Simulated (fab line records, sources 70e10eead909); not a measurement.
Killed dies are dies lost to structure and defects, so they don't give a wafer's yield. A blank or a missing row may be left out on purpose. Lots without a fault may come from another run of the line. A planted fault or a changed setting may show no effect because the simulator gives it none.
Chamber matching | flow nand_harc | NHARC_P_M1_DEP_33 on pecvd-01: 3 sister chambers
The step deposits SiCN, target thk 30 nm. 6 wafers are shown with their chamber, then 12 later ones without.

WAFERS WITH THEIR CHAMBER
wafer  | chamber | heater_power_w (W)
L081.3 | 1       | 600
L082.1 | 1       | 575
L084.6 | 2       | 474
L086.1 | 0       | 647
L086.3 | 0       | 671
L086.4 | 2       | 535

WAFERS WITHOUT THEIR CHAMBER
wafer  | heater_power_w (W)
L090.2 | 583
L090.3 | 568
L090.6 | 580
L095.3 | 751
L095.5 | 721
L095.6 | 522
L096.2 | 674
L096.3 | 529
L096.4 | 670
L097.1 | 594
L097.2 | 708
L097.5 | 717

WHICH CHAMBER EACH WENT THROUGH
wafer  | from the rows above     | in truth
L090.2 | 1                       | 1
L090.3 | can't be placed: 1 or 2 | 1
L090.6 | 1                       | 1
L095.3 | 0                       | 0
L095.5 | 0                       | 0
L095.6 | can't be placed: 2 or 1 | 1
L096.2 | 0                       | 0
L096.3 | can't be placed: 2 or 1 | 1
L096.4 | 0                       | 0
L097.1 | 1                       | 1
L097.2 | 0                       | 0
L097.5 | 0                       | 0
Placed correctly: 9 of 12. Can't be placed from these rows: 3 (the true chamber is among the candidates in 3). Placed wrongly: 0.
How it was worked out, from the rows above alone: a wafer's distance from a chamber is the root of the sum, over the readings, of the square of ((its reading less the chamber's mean) divided by the reading's scatter). The wafer belongs to the nearest chamber; if the next one is less than 2 further off, it can't be placed. A chamber's mean is the mean of its shown wafers. The scatter: the root of (the sum of the squares of (reading less its chamber's mean) over the shown wafers, divided by (wafers less chambers)).
